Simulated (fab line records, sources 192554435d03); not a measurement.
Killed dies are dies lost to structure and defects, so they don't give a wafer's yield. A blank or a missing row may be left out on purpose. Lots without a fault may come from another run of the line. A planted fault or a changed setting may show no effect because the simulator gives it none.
Split-lot experiment | flow n5_finfet | 7 lots, 39 wafers read, on a route of 1938 steps

THE SPLIT
At N5_BEOL_M6_VIA_ETCH_34 (etches SiCOH lowk in C4F6/O2, target depth 126.3 nm, time 50.9 s), the setting time_s was moved away from the recipe's 50.9 s on 15 of the 39 wafers read, by -15.8% to +44.3%. The other wafers ran this setting at the recipe's value.

The reading is taken at the split's own step.

THE READING
SOC_of_BEOL_M6_COAT_63.thk_nm (the simulator's own value, which no gauge read), in nm, at N5_BEOL_M6_VIA_ETCH_34 (etches SiCOH lowk in C4F6/O2, target depth 126.3 nm, time 50.9 s). The file gives no usual value for it. The 24 wafers here that ran the recipe average 53.9 nm, standard deviation 0.23 nm.

wafer  | tool, chamber at the split | time_s as run, s | against the recipe | SOC_of_BEOL_M6_COAT_63.thk_nm, nm | against lot-mates on the recipe
L083.1 | rie_diel-01, 3             | 73.44            | +44.3%             | 51                                | -3.0
L083.2 | rie_diel-01, 0             | 50.9             | recipe             | 54.2                              | -
L083.3 | rie_diel-01, 1             | 50.9             | recipe             | 53.8                              | -
L083.4 | rie_diel-01, 2             | 73.44            | +44.3%             | 51.4                              | -2.6
L083.5 | rie_diel-01, 2             | 73.44            | +44.3%             | 51.4                              | -2.6
L083.6 | rie_diel-01, 3             | 50.9             | recipe             | 54                                | -
L082.1 | rie_diel-01, 3             | 50.9             | recipe             | 54                                | -
L082.2 | rie_diel-01, 2             | 50.9             | recipe             | 54                                | -
L082.3 | rie_diel-01, 1             | 60.08            | +18.0%             | 52.8                              | -1.3
L082.4 | rie_diel-01, 0             | 50.9             | recipe             | 54.2                              | -
L082.5 | rie_diel-01, 0             | 60.08            | +18.0%             | 53.2                              | -0.9
L082.6 | rie_diel-01, 3             | 60.08            | +18.0%             | 53                                | -1.1
L088.1 | rie_diel-03, 2             | 50.9             | recipe             | 54                                | -
L088.2 | rie_diel-03, 3             | 50.9             | recipe             | 54                                | -
L088.3 | rie_diel-03, 0             | 50.9             | recipe             | 53.8                              | -
L088.4 | rie_diel-03, 1             | 50.9             | recipe             | 53.6                              | -
L088.5 | rie_diel-03, 0             | 50.9             | recipe             | 53.8                              | -
L088.6 | rie_diel-03, 1             | 50.9             | recipe             | 53.8                              | -
L087.1 | rie_diel-01, 2             | 50.9             | recipe             | 54                                | -
L087.2 | rie_diel-01, 1             | 42.87            | -15.8%             | 54.8                              | +0.9
L087.3 | rie_diel-01, 3             | 42.87            | -15.8%             | 54.8                              | +0.9
L087.4 | rie_diel-01, 0             | 50.9             | recipe             | 54.2                              | -
L087.5 | rie_diel-01, 1             | 50.9             | recipe             | 53.6                              | -
L087.6 | rie_diel-01, 0             | 42.87            | -15.8%             | 55.2                              | +1.3
L092.1 | rie_diel-06, 2,3           | 50.9             | recipe             | 54                                | -
L092.5 | rie_diel-06, 2,3           | 50.9             | recipe             | 54                                | -
L092.6 | rie_diel-06, 2             | 50.9             | recipe             | 53.8                              | -
L091.1 | rie_diel-01, 3             | 69.96            | +37.4%             | 51.6                              | -2.6
L091.2 | rie_diel-01, 0             | 50.9             | recipe             | 54.4                              | -
L091.3 | rie_diel-01, 1             | 69.96            | +37.4%             | 51.4                              | -2.8
L091.4 | rie_diel-01, 3             | 50.9             | recipe             | 54                                | -
L091.5 | rie_diel-01, 0             | 50.9             | recipe             | 54.2                              | -
L091.6 | rie_diel-01, 1             | 69.96            | +37.4%             | 51.2                              | -3.0
L095.1 | rie_diel-06, 3             | 72.5             | +42.4%             | 51                                | -2.6
L095.2 | rie_diel-06, 0             | 72.5             | +42.4%             | 51                                | -2.6
L095.3 | rie_diel-06, 1             | 50.9             | recipe             | 53.6                              | -
L095.4 | rie_diel-06, 2             | 50.9             | recipe             | 53.4                              | -
L095.5 | rie_diel-06, 0             | 72.5             | +42.4%             | 51                                | -2.6
L095.6 | rie_diel-06, 3             | 50.9             | recipe             | 53.8                              | -
Where a row lists several chambers, the file gives one row for several wafers and doesn't say which wafer went through which chamber.

THE FIT
A straight line over all 39 wafers: SOC_of_BEOL_M6_COAT_63.thk_nm changes by -0.0645 nm for each +1% of time_s; r = -0.98; the points scatter about the line by 0.24 nm.
The same after taking each lot's own level away (the mean of its wafers on the recipe; 39 wafers): -0.0647 nm for each +1%; r = -0.99; scatter 0.2 nm.
On that fit, the largest move of time_s shifts the reading by 2.9 nm.
The lots' own levels span 53.60 to 54.20 nm, that is 2.6 times the standard deviation above.
So the lot-to-lot level changes the slope little: the two slopes agree.
Check: with one of the wafers moved furthest among these (+44.3%) left out of the fit, the line predicts -2.85 nm for it against its lot-mates. It came out at -3 nm against them.

OTHER SPLITS ON THESE WAFERS
These wafers also went through other splits before the reading. Each is held against what the fit with the lots' levels taken away leaves over:
other split on the same wafers                  | wafers away from the commonest value | r with SOC_of_BEOL_M6_COAT_63.thk_nm (lot level and that fit taken away)
N5_HKMG_FIN_DEVELOP_11 develop_time_s           | 18                                   | +0.08
N5_MOL_CONTACT_COAG_ETCHBACK_135 target_depth_a | 12                                   | -0.05
N5_BEOL_M1_DESCUM_33 time_s                     | 12                                   | -0.37
N5_BEOL_M2_DEP_57 time_s                        | 12                                   | -0.02
N5_BEOL_M6_HM_DEP_02 target_thk_a               | 12                                   | -0.06

THE WHOLE CHAIN: every reading that the file lists as answering this split, in the file's order
step                   | what it does                                                     | reading                                                                        | change (the file's fit)                | r (the file's)
N5_BEOL_M6_VIA_ETCH_34 | etches SiCOH lowk in C4F6/O2, target depth 126.3 nm, time 50.9 s | etch.depth_nm (the simulator's own value, which no gauge read)                 | +1.26 nm for each +1% of the setting   | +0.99
N5_BEOL_M6_VIA_ETCH_34 | etches SiCOH lowk in C4F6/O2, target depth 126.3 nm, time 50.9 s | SOC_of_BEOL_M6_COAT_63.thk_nm (the simulator's own value, which no gauge read) | -0.0647 nm for each +1% of the setting | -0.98

THE FILE'S OWN FIT
SOC_of_BEOL_M6_COAT_63.thk_nm changes by -0.0647 nm for each +1% of time_s, r = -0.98.
